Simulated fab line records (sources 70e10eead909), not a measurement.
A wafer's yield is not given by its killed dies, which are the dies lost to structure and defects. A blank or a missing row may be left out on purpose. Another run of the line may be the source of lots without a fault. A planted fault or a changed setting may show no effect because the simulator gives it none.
Comparing a struck lot with a sound one || flow nand harc || 41 steps out of a route of 1159
Sound: wafers L748.2, L748.4, L748.6. Struck: wafers L758.1, L758.6. (L758.5 of the same lot was not struck and is left out.) The cause comes at the end.
At each step with rows: each side's tool, then ch and its chambers, then its first start. Under that, the readings that differ: sound wafers || struck wafers || difference of the means || sigmas: that difference in standard deviations of wafers without a fault.
alike: readings with means less than 2 such deviations apart, plus words and numbers identical on both sides. not compared: withheld readings, readings lacking a value on some wafer, bounds such as >300 that could conceal the same value, and numbers that have no deviation in the record and whose values overlap.
The two part at a step that has a row with sigmas, a row that says differs or no value, or rows on one side only. Numbers that have no deviation but don't overlap get no sigmas and don't part them. A reading missing from all wafers of one side parts the sides only when that side holds two or more wafers.

NHARC_A_SGD_CUT_CD_MEAS_09 targets a cd of 100 nm.
  sound on cd sem-01 ch 0, day 14 11:19; struck on cd sem-02 ch 0, day 17 13:10
  alike: cd nm
NHARC_A_SGD_CUT_OVL_MEAS_10:
  sound on overlay-01, day 14 11:24; struck on overlay-02, day 17 13:15
{"reading": "overlay x nm (nm)", "sound": "1.1 1.4 1.5", "struck": "-0.9 -0.1", "difference": -1.8, "sigmas": -3}
  alike: overlay y nm
NHARC_A_SGD_CUT_INSPECT_11:
  sound on defect inspect-01, day 14 11:26; struck on defect inspect-01, day 17 13:17
  alike: raw defect count
NHARC_A_SGD_CUT_DESCUM_14: chemistry O2, time 3 s.
  sound on rie diel-09 ch 0,1,2, day 14 11:31; struck on rie diel-09 ch 2,3, day 17 13:21
  alike: drypump motor current A, oes product au, rf vpp V, showerhead plenum p Torr, throttle valve pct
  not compared: rf hours counter h
then, 3 steps without rows for these wafers: NHARC_A_SGD_CUT_ETCH_58 (etches the open film in CF4, target depth 39 nm, time 65 s); NHARC_A_SGD_CUT_ETCH_59 (etches the open film in N2/H2, target depth 260 nm, time 406.25 s); NHARC_A_SGD_CUT_ETCH_15 (etches the open film in CH3F/O2, target depth 75 nm, time 64.3 s).
NHARC_A_SGD_CUT_ETCH_16: etches the open film in C4F8/O2/Ar, target depth 310.5 nm, time 155.2 s.
  sound: rie diel-09 ch 1,2,3; struck: rie diel-09 ch 2,3
  alike: oes product au, rf vpp V
  not compared: rf hours counter h
then, 1 step without rows for these wafers: NHARC_A_SGD_CUT_STRIP_60 (strips in C4F8/O2/Ar).
NHARC_A_SGD_CUT_STRIP_17: strips in O2.
  sound: rie diel-09 ch 1,2; struck: rie diel-09 ch 2,3
  alike: drypump motor current A, oes product au, rf vpp V, showerhead plenum p Torr, throttle valve pct
  not compared: rf hours counter h
then, 2 steps without rows for these wafers: NHARC_A_SGD_CUT_PRECLEAN_18 (cleans in SC1); NHARC_A_SGD_CUT_SRD_19.
NHARC_A_SGD_CUT_DEP_20: deposits SiO2, target thk 150 nm.
  sound on fcvd-01 ch 0,1, day 14 12:38; struck on fcvd-01 ch 0, day 17 14:29
{"reading": "susceptor temp C (C)", "sound": "64.90 65.01 64.92", "struck": "- -", "difference": "no value on the struck wafers", "sigmas": ""}
then, 2 steps without rows for these wafers: NHARC_A_SGD_CUT_ANNEAL_27 (time 1800 s); NHARC_A_SGD_CUT_CMP_21 (polishes, target thk 148.19 nm).
NHARC_A_SGD_CUT_THK_MEAS_22: measures by ellipsometry.
  sound on film metro-01, day 14 17:27; struck on film metro-01, day 17 19:28
  alike: thk nm
then, 5 steps without rows for these wafers: NHARC_A_SGD_CUT_SRD_23; NHARC_A_SGD_CUT_ETCH_26 (etches SiO2 in dHF, target depth 45.8 nm); NHARC_A_SGD_CUT_ETCHBACK_24 (etches the open film in CH3F/O2, target depth 50 nm, time 92.857 s); NHARC_A_SGD_CUT_STRIP_28 (strips in O2, time 20 s); NHARC_A_SLIT_DEP_25 (deposits SiO2, target thk 200 nm).
NHARC_A_SLIT_DEP_00: deposits aC, target thk 3200 nm.
  sound on acl dep-02 ch 0, day 14 18:41; struck on acl dep-02 ch 0, day 17 22:23
{"reading": "susceptor temp C (C)", "sound": "400.20 400.30 399.91", "struck": "- -", "difference": "no value on the struck wafers", "sigmas": ""}
  alike: throttle valve pct
NHARC_A_SLIT_DEP_23: deposits SiON, target thk 100 nm.
  sound on pecvd-02 ch 0,1,2, day 14 20:22; struck on pecvd-04 ch 2, day 18 00:22
  alike: heater power w, susceptor temp C
then, 8 steps without rows for these wafers: NHARC_A_SLIT_DEHYDRATE_01 (time 120 s); NHARC_A_SLIT_HMDS_02 (time 30 s); NHARC_A_SLIT_COAT_03 (resist thk 90 nm); NHARC_A_SLIT_SOFTBAKE_04 (time 55 s); NHARC_A_SLIT_EBR_05; NHARC_A_SLIT_EXPOSE_06 (exposes mask SLIT); NHARC_A_SLIT_PEB_07 (peb time 65 s); NHARC_A_SLIT_DEVELOP_08 (develop time 35 s).
NHARC_A_SLIT_CD_MEAS_09 targets a cd of 300 nm.
  sound on cd sem-01 ch 0, day 14 21:07; struck on cd sem-02 ch 0, day 18 00:56
  alike: cd nm
NHARC_A_SLIT_OVL_MEAS_10:
  sound on overlay-02, day 14 21:13; struck on overlay-01, day 18 01:01
{"reading": "overlay y nm (nm)", "sound": "2.1 1.9 2.7", "struck": "-0.6 -0.4", "difference": -2.7, "sigmas": -3}
  alike: overlay x nm
then, 7 steps without rows for these wafers: NHARC_A_SLIT_DESCUM_14 (chemistry O2, time 3 s); NHARC_A_SLIT_ETCH_24 (etches the open film in CF4/CHF3, target depth 121 nm, time 60.5 s); NHARC_A_SLIT_ETCH_15 (etches the open film in O2/COS, target depth 3200 nm, time 832 s); NHARC_A_SLIT_ETCH_17 (etches the open film in C4F8/O2/Ar, time 1687.5 s, target depth 10100 nm); NHARC_A_SLIT_ETCH_26 (etches the open film in C4F8/O2/Ar, time 90 s, target depth 400 nm); NHARC_A_SLIT_STRIP_28 (strips in O2/COS); NHARC_A_SLIT_ETCH_29 (etches the open film in CF4/O2, target depth 100 nm, overetch 10 nm, time 55 s).
-- the record jumps here: 5 days lie between the struck wafers' starts before and after (it left off in module A_SLIT and takes up again in module END, whose first step shown is number 1159 of the route) --
NHARC_END_SORT_01:
  the record has rows for the struck wafers here (prober-01 ch 0, day 22 13:35) and none for the sound ones

== WHERE THEY PART ==
At NHARC_A_SGD_CUT_OVL_MEAS_10 first; at NHARC_END_SORT_01 last (within this record only).

WHY: what the simulator had put in
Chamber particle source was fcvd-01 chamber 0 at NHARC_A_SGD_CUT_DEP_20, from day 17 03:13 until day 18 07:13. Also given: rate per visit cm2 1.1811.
